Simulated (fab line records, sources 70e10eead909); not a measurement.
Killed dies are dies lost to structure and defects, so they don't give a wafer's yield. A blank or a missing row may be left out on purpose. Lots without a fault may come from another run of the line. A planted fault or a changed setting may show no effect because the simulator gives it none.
Which tool did it? | flow nand_harc | 12 lots, 36 wafers sampled, at 5 steps of a route of 1302

WHAT THE GAUGES READ, wafer by wafer
NHARC_END_SORT_01.
lot  | measured     | on        | killed_at_array | killed_at_other | killed_at_periphery | killed_dies | killed_open | killed_short
L749 | day 28 07:12 | prober-01 | 676 676 674     | 0 0 0           | 1 1 3               | 677 677 677 | 2 1 4       | 3 3 4
L748 | day 28 07:16 | prober-02 | 674 666 675     | 2 5 0           | 1 6 2               | 677 677 677 | 6 5 4       | 2 2 2

WHICH TOOL RAN EACH LOT (tool, then ch and the chambers of the sampled wafers, then the start)
lot  | NHARC_A_CONTACT_DEP_58          | NHARC_A_CONTACT_ETCH_77                       | NHARC_A_CONTACT_ETCH_125             | NHARC_A_CONTACT_ETCH_129
L738 | pecvd-03 ch 0,1, day 20 22:05   | rie_diel-04 ch 0,1,2, day 21 00:46 or earlier | har_cap_etch-01 ch 0,1, day 21 00:46 | har_cap_etch-01 ch 0,1, day 21 01:29
L742 | pecvd-03 ch 0,2, day 23 18:56   | rie_diel-07 ch 1,3, day 23 21:26 or earlier   | har_cap_etch-03 ch 0,1, day 23 21:26 | har_cap_etch-03 ch 0,1, day 23 22:08
L743 | pecvd-04 ch 0,1, day 23 22:25   | rie_diel-07 ch 0,2,3, day 24 00:56 or earlier | har_cap_etch-01 ch 0,1, day 24 00:56 | har_cap_etch-01 ch 0,1, day 24 01:39
L745 | pecvd-01 ch 1,2, day 24 14:44   | rie_diel-01 ch 0,1,3, day 24 17:17 or earlier | har_cap_etch-01 ch 0,1, day 24 17:17 | har_cap_etch-01 ch 0,1, day 24 17:59
L747 | pecvd-01 ch 0,1, day 25 07:30   | rie_diel-07 ch 0,1, day 25 10:13 or earlier   | har_cap_etch-02 ch 0,1, day 25 10:13 | har_cap_etch-02 ch 0,1, day 25 10:56
L749 | pecvd-01 ch 0,1, day 25 20:25   | rie_diel-07 ch 0,1,2, day 25 22:57 or earlier | har_cap_etch-01 ch 0,1, day 25 22:57 | har_cap_etch-01 ch 0,1, day 25 23:40
L748 | pecvd-01 ch 1,2, day 25 22:10   | rie_diel-04 ch 0,1, day 26 00:58 or earlier   | har_cap_etch-03 ch 0,1, day 26 00:58 | har_cap_etch-03 ch 0,1, day 26 01:40
L752 | pecvd-04 ch 0,1, day 28 04:17   | rie_diel-01 ch 1,2,3, day 28 07:16 or earlier | har_cap_etch-01 ch 0,1, day 28 07:16 | har_cap_etch-01 ch 0,1, day 28 07:58
L757 | pecvd-03 ch 0,1,2, day 29 18:00 | rie_diel-07 ch 1,2,3, day 29 20:37 or earlier | har_cap_etch-01 ch 0,1, day 29 20:37 | har_cap_etch-01 ch 0,1, day 29 21:20
L759 | pecvd-03 ch 0,2, day 30 14:55   | rie_diel-07 ch 0,3, day 30 17:24 or earlier   | har_cap_etch-02 ch 0,1, day 30 17:24 | har_cap_etch-02 ch 0,1, day 30 18:07
L760 | pecvd-01 ch 1,2, day 30 17:14   | rie_diel-01 ch 0,2, day 30 19:46              | har_cap_etch-03 ch 0,1, day 30 21:21 | har_cap_etch-03 ch 0,1, day 30 22:04
L761 | pecvd-01 ch 0,2, day 30 21:42   | rie_diel-07 ch 1,2, day 31 00:11 or earlier   | har_cap_etch-01 ch 1, day 31 00:11   | har_cap_etch-01 ch 1, day 31 00:54
- NHARC_A_CONTACT_DEP_58: deposits SiON, target thk 90 nm.
- NHARC_A_CONTACT_ETCH_77: etches the open film in CF4/CHF3, target depth 108.9 nm, time 54.5 s.
- NHARC_A_CONTACT_ETCH_125: etches the open film in C4F8/O2/Ar, time 197 s, target depth 1918 nm.
- NHARC_A_CONTACT_ETCH_129: etches the open film in C4F8/O2/Ar, time 197 s, target depth 1918 nm.

WHAT THE TOOLS THEMSELVES READ (means of the sampled wafers that have a number; where no wafer has one, the mark that the record gives instead)
NHARC_A_CONTACT_DEP_58.
lot  | tool     | heater_power_w (W)
L738 | pecvd-03 | 638
L742 | pecvd-03 | 792
L743 | pecvd-04 | 734
L745 | pecvd-01 | 673
L747 | pecvd-01 | 690
L749 | pecvd-01 | 706
L748 | pecvd-01 | 663
L752 | pecvd-04 | 682
L757 | pecvd-03 | 735
L759 | pecvd-03 | 750
L760 | pecvd-01 | 704
L761 | pecvd-01 | 637

NHARC_A_CONTACT_ETCH_77.
lot  | tool        | bias_w (W) | cf4_flow_sccm (sccm) | drypump_motor_current_A (A) | oes_product_au (a.u.) | rf_vpp_V (V) | showerhead_plenum_p_Torr (Torr) | throttle_valve_pct (%)
L738 | rie_diel-04 | 200.0      | 99.8                 | 5.5                         | 0.934                 | 370.4        | 1.58                            | 16.798
L742 | rie_diel-07 | 199.6      | 100.2                | 5.3                         | 0.929                 | 369.3        | 1.55                            | 16.804
L743 | rie_diel-07 | 200.2      | 100.2                | 5.5                         | 0.924                 | 368.8        | 1.55                            | 16.804
L745 | rie_diel-01 | 200.1      | 99.8                 | 5.8                         | 0.958                 | 369.6        | 1.55                            | 16.796
L747 | rie_diel-07 | 199.8      | 99.7                 | 5.5                         | 0.924                 | 368.9        | 1.52                            | 16.802
L749 | rie_diel-07 | 200.3      | 100.0                | 5.4                         | 0.923                 | 369.3        | 1.54                            | 16.797
L748 | rie_diel-04 | 199.7      | 100.1                | 5.7                         | 0.916                 | 370.9        | 1.57                            | 16.812
L752 | rie_diel-01 | 199.8      | 99.8                 | 5.7                         | 0.916                 | 368.0        | 1.51                            | 16.802
L757 | rie_diel-07 | 199.8      | 100.1                | 5.3                         | 0.974                 | 370.9        | 1.55                            | 16.800
L759 | rie_diel-07 | 200.1      | 99.6                 | 5.5                         | 0.937                 | 370.4        | 1.54                            | 16.803
L760 | rie_diel-01 | 199.9      | 100.2                | 5.6                         | 0.936                 | 372.5        | 1.62                            | 16.801
L761 | rie_diel-07 | 200.6      | 100.0                | 5.3                         | 0.927                 | 369.2        | 1.55                            | 16.805

NHARC_A_CONTACT_ETCH_125.
lot  | tool            | chamber_pressure_mTorr (mTorr) | oes_air_line_au (a.u.)
L738 | har_cap_etch-01 | 19.995                         | 1.007
L742 | har_cap_etch-03 | 19.997                         | 1.025
L743 | har_cap_etch-01 | 20.000                         | 1.012
L745 | har_cap_etch-01 | 20.007                         | 1.002
L747 | har_cap_etch-02 | 19.992                         | 1.003
L749 | har_cap_etch-01 | 19.996                         | 1.000
L748 | har_cap_etch-03 | 20.003                         | 0.994
L752 | har_cap_etch-01 | 19.998                         | 1.003
L757 | har_cap_etch-01 | 19.987                         | 1.016
L759 | har_cap_etch-02 | 20.018                         | 1.027
L760 | har_cap_etch-03 | 19.989                         | 0.997
L761 | har_cap_etch-01 | 20.011                         | 0.993

NHARC_A_CONTACT_ETCH_129.
lot  | tool            | chamber_pressure_mTorr (mTorr) | oes_air_line_au (a.u.)
L738 | har_cap_etch-01 | 20.003                         | 1.014
L742 | har_cap_etch-03 | 20.013                         | 0.964
L743 | har_cap_etch-01 | 20.001                         | 0.993
L745 | har_cap_etch-01 | 20.011                         | 1.001
L747 | har_cap_etch-02 | 19.988                         | 1.002
L749 | har_cap_etch-01 | -                              | -
L748 | har_cap_etch-03 | -                              | -
L752 | har_cap_etch-01 | 19.991                         | 0.985
L757 | har_cap_etch-01 | 20.013                         | 0.991
L759 | har_cap_etch-02 | 19.991                         | 1.000
L760 | har_cap_etch-03 | 19.999                         | 1.012
L761 | har_cap_etch-01 | 19.999                         | 0.998

THE ANSWER, worked out from the rows above alone
Rule: what is usual is taken from the lots themselves. Put in order of their means at a reading, lots are off if they are a third of the lots or fewer, leave a main group of 4 or more, and stand apart from it by a gap of 3 or more times the standard deviation of the main group's means; of several such gaps the widest counts. A main group whose means are all the same, to the digits that the tables above print for the reading, isn't used. A lot without any number at a reading at which 4 lots or more have one is off too. The other lots that the step has rows for count as sound. The gauges are gone through in route order, then the tools' own readings, and for those a lot's mean is taken as printed above. The first step at which some lot is off is used, and at that step the reading that is off furthest; a lot without a number counts as furthest.
Off: L749, L748, at NHARC_A_CONTACT_ETCH_129 (chamber_pressure_mTorr). Without a number there: L749, L748. The main group: mean 20.001 mTorr, standard deviation 0.0088.
A tool fits if, at that step or a process step before it, it ran every lot that is off, and no sound lot after the first of them. NHARC_A_CONTACT_ETCH_77 gives no start for some lots, so the hours and the order of its lots are those of NHARC_A_CONTACT_ETCH_125. None of those tried fits.

WHAT THE SIMULATOR HAD PUT IN
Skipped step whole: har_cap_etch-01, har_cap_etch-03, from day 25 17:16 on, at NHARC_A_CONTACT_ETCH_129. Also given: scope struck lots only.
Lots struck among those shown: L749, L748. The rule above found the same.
